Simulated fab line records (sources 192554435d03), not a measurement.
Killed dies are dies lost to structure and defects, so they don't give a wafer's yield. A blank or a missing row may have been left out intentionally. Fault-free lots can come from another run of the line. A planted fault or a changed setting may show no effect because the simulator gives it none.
Split-lot experiment / flow n5 finfet / route with 1938 steps; 7 lots, 21 wafers read

== ABOUT THE SPLIT ==
At N5_PASSIVATION_ETCH_15 (etches SiCN in CF4/N2, target depth 75 nm, time 81.2 s), the setting bias w was moved away from the recipe's 70 W on 6 of the 21 wafers read, by -11.4% to +16.1%. This setting was run at the recipe's value on the other wafers.

The reading is taken at the split's own step.

== THE READING ==
rf vpp V, in V, at N5_PASSIVATION_ETCH_15 (etches SiCN in CF4/N2, target depth 75 nm, time 81.2 s). Fault-free wafers of this fab line usually give 382.3 V, standard deviation 1.7 V.

wafer=L078.1; tool, chamber at the split=rie diel-05, 2; bias w as run, W=80.02; against the recipe=+14.3%; rf vpp V, V=418.3; against lot-mates on the recipe=+33.4
wafer=L078.2; tool, chamber at the split=rie diel-05, 0; bias w as run, W=80.02; against the recipe=+14.3%; rf vpp V, V=411.9; against lot-mates on the recipe=+27.0
wafer=L078.4; tool, chamber at the split=rie diel-05, 3; bias w as run, W=70; against the recipe=recipe; rf vpp V, V=384.9; against lot-mates on the recipe=-
wafer=L079.4; tool, chamber at the split=rie diel-06, 3; bias w as run, W=75.69; against the recipe=+8.1%; rf vpp V, V=401.3; against lot-mates on the recipe=+18.8
wafer=L079.5; tool, chamber at the split=rie diel-06, 3; bias w as run, W=70; against the recipe=recipe; rf vpp V, V=382.5; against lot-mates on the recipe=-
wafer=L079.6; tool, chamber at the split=rie diel-06, 2; bias w as run, W=75.69; against the recipe=+8.1%; rf vpp V, V=400.0; against lot-mates on the recipe=+17.5
wafer=L080.2; tool, chamber at the split=rie diel-05, 1; bias w as run, W=70; against the recipe=recipe; rf vpp V, V=381.2; against lot-mates on the recipe=-
wafer=L080.3; tool, chamber at the split=rie diel-05, 2; bias w as run, W=62.02; against the recipe=-11.4%; rf vpp V, V=355.6; against lot-mates on the recipe=-24.5
wafer=L080.5; tool, chamber at the split=rie diel-05, 1; bias w as run, W=70; against the recipe=recipe; rf vpp V, V=379.1; against lot-mates on the recipe=-
wafer=L081.1; tool, chamber at the split=rie diel-06, 0; bias w as run, W=70; against the recipe=recipe; rf vpp V, V=386.3; against lot-mates on the recipe=-
wafer=L081.2; tool, chamber at the split=rie diel-06, 1; bias w as run, W=70; against the recipe=recipe; rf vpp V, V=381.8; against lot-mates on the recipe=-
wafer=L081.3; tool, chamber at the split=rie diel-06, 2; bias w as run, W=70; against the recipe=recipe; rf vpp V, V=379.7; against lot-mates on the recipe=-
wafer=L083.2; tool, chamber at the split=rie diel-01, 2; bias w as run, W=70; against the recipe=recipe; rf vpp V, V=381.4; against lot-mates on the recipe=-
wafer=L083.3; tool, chamber at the split=rie diel-01, 1; bias w as run, W=70; against the recipe=recipe; rf vpp V, V=383.7; against lot-mates on the recipe=-
wafer=L083.4; tool, chamber at the split=rie diel-01, 3; bias w as run, W=70; against the recipe=recipe; rf vpp V, V=381.0; against lot-mates on the recipe=-
wafer=L084.1; tool, chamber at the split=rie diel-06, 2; bias w as run, W=70; against the recipe=recipe; rf vpp V, V=380.0; against lot-mates on the recipe=-
wafer=L084.2; tool, chamber at the split=rie diel-06, 1; bias w as run, W=70; against the recipe=recipe; rf vpp V, V=380.8; against lot-mates on the recipe=-
wafer=L084.4; tool, chamber at the split=rie diel-06, 3; bias w as run, W=70; against the recipe=recipe; rf vpp V, V=381.0; against lot-mates on the recipe=-
wafer=L095.2; tool, chamber at the split=rie diel-06, 1; bias w as run, W=81.26; against the recipe=+16.1%; rf vpp V, V=420.0; against lot-mates on the recipe=+38.5
wafer=L095.3; tool, chamber at the split=rie diel-06, 2; bias w as run, W=70; against the recipe=recipe; rf vpp V, V=380.9; against lot-mates on the recipe=-
wafer=L095.5; tool, chamber at the split=rie diel-06, 1; bias w as run, W=70; against the recipe=recipe; rf vpp V, V=382.2; against lot-mates on the recipe=-

THE FIT
A straight line over all 21 wafers: rf vpp V changes by +2.33 V for each +1% of bias w; r = +0.99; the points scatter about the line by 2 V.
The same after taking each lot's own level away (the mean of its wafers on the recipe; 21 wafers): +2.21 V for each +1%; r = +0.99; scatter 1.8 V.
The reading moves by 36 V for the largest change in bias w, on that fit.
From 380.15 to 384.90 V: that is the span of the lots' own levels, equal to 2.8 times the standard deviation above.
So the lot-to-lot level changes the slope little: the two slopes agree.
Check: with one of the wafers moved furthest among these (+16.1%) left out of the fit, the line predicts +34.5 V for it against its lot-mates. Against them it came out at +38.5 V.
Tool readings at the split's step, against how far the setting was moved: rf vpp V r = +0.99.

== OTHER SPLITS APPLIED TO THESE WAFERS ==
Note: prior to the reading, these wafers also went through further splits. Each is held against what the fit with the lots' levels taken away leaves over:
other split on the same wafers=N5_BEOL_M14_DEVELOP_27 develop time s; wafers away from the commonest value=9; r with rf vpp V (lot level and that fit taken away)=+0.10
other split on the same wafers=N5_BEOL_M15_COAT_22 spin rpm; wafers away from the commonest value=4; r with rf vpp V (lot level and that fit taken away)=+0.48
other split on the same wafers=N5_MIM_TOP_SPUTTER_03 time s; wafers away from the commonest value=10; r with rf vpp V (lot level and that fit taken away)=-0.12
other split on the same wafers=N5_MIM_TOP_LITHO_EXPOSE_05 dose mj; wafers away from the commonest value=7; r with rf vpp V (lot level and that fit taken away)=-0.04
other split on the same wafers=N5_PASSIVATION_PASS_ETCH_74 source w; wafers away from the commonest value=4; r with rf vpp V (lot level and that fit taken away)=-0.10

== THE FILE'S OWN FIT ==
rf vpp V changes by +2.24 V for each +1% of bias w, r = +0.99.
